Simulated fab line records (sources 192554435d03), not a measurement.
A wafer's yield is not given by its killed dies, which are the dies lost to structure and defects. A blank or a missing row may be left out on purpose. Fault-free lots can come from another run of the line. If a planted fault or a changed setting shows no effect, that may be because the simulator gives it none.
Matching of chambers -- flow n5 finfet -- N5_FIN_SAQP_MANDREL1_REMOVE_56 on rie si-01 has 4 sister chambers
The step chemistry HBr/Cl2/O2, target a-Si, stops on SiNx, bt time 10 s. 4 wafers are shown with their chamber, then 10 later ones without.

## WAFERS PAIRED WITH THEIR CHAMBERS
wafer,chamber,throttle valve pct (%)
L085.3,2,36.54
L085.5,1,36.34
L088.1,0,36.32
L088.2,3,36.89

## WAFERS WITH NO CHAMBER GIVEN
wafer,throttle valve pct (%)
L088.4,36.54
L091.1,36.54
L091.2,36.31
L091.4,36.90
L096.1,36.54
L096.2,36.33
L096.4,36.33
L097.1,36.90
L097.4,36.53
L097.6,36.89

## WHICH CHAMBER EACH WENT THROUGH
wafer,from the rows above,in truth
L088.4,2,2
L091.1,2,2
L091.2,0,0
L091.4,3,3
L096.1,2,2
L096.2,can't be placed: 0 or 1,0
L096.4,can't be placed: 0 or 1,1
L097.1,3,3
L097.4,2,2
L097.6,3,3
Correctly placed: 8 of 10. From these rows, 2 cannot be placed; in 2 the true chamber is one of the candidates. Wrongly placed: 0.
How it was worked out, from the rows above alone: a wafer's distance from a chamber is the root of the sum, over the readings, of the square of ((its reading less the chamber's mean) divided by the reading's scatter). The wafer belongs to the nearest chamber; if the next one is less than 2 further off, it can't be placed. For every chamber, the mean is computed from those of its wafers that are shown. The scatter: with one shown wafer a chamber, the root of the mean of the squares of how far each hidden wafer lies from its nearest shown one.
